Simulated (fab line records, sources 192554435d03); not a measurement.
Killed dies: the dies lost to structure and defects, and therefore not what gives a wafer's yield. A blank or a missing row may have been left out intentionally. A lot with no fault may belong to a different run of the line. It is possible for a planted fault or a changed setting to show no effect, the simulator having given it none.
Matching of chambers || flow n5 finfet || N5_BEOL_M1_CVD_47 on cvd co-02: 3 sister chambers
The step deposits Co from CCTBA/H2, target thk 3 nm, time 223.8 s. 3 wafers are shown with their chamber, then 7 later ones without.

EACH WAFER AND ITS CHAMBER
{"wafer": "L332.6", "chamber": 0, "run length s (s)": 248.3}
{"wafer": "L335.2", "chamber": 1, "run length s (s)": 247.2}
{"wafer": "L335.4", "chamber": 2, "run length s (s)": 248.2}

WAFERS MISSING THEIR CHAMBER
{"wafer": "L335.5", "run length s (s)": 247.7}
{"wafer": "L336.1", "run length s (s)": 247.2}
{"wafer": "L336.2", "run length s (s)": 247.7}
{"wafer": "L336.4", "run length s (s)": 247.7}
{"wafer": "L337.4", "run length s (s)": 247.3}
{"wafer": "L337.5", "run length s (s)": 246.3}
{"wafer": "L337.6", "run length s (s)": 247.5}

CHAMBER TAKEN BY EACH
{"wafer": "L335.5", "from the rows above": "can't be placed: 1 or 2 or 0", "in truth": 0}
{"wafer": "L336.1", "from the rows above": 1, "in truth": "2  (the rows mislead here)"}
{"wafer": "L336.2", "from the rows above": "can't be placed: 1 or 2 or 0", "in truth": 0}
{"wafer": "L336.4", "from the rows above": "can't be placed: 1 or 2 or 0", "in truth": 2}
{"wafer": "L337.4", "from the rows above": "can't be placed: 1 or 2 or 0", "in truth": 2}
{"wafer": "L337.5", "from the rows above": 1, "in truth": 1}
{"wafer": "L337.6", "from the rows above": "can't be placed: 1 or 2 or 0", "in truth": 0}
Correctly placed: 1 of 7. Cannot be placed on the basis of these rows: 5; the candidates contain the true chamber in 5. 1 placed wrongly.
How it was worked out, from the rows above alone: a wafer's distance from a chamber is the root of the sum, over the readings, of the square of ((its reading less the chamber's mean) divided by the reading's scatter). The wafer belongs to the nearest chamber; if the next one is less than 2 further off, it can't be placed. A chamber's mean is the mean of its shown wafers. The scatter (one wafer shown for each chamber): square how far every hidden wafer sits from the nearest shown wafer, average those squares and take the square root.
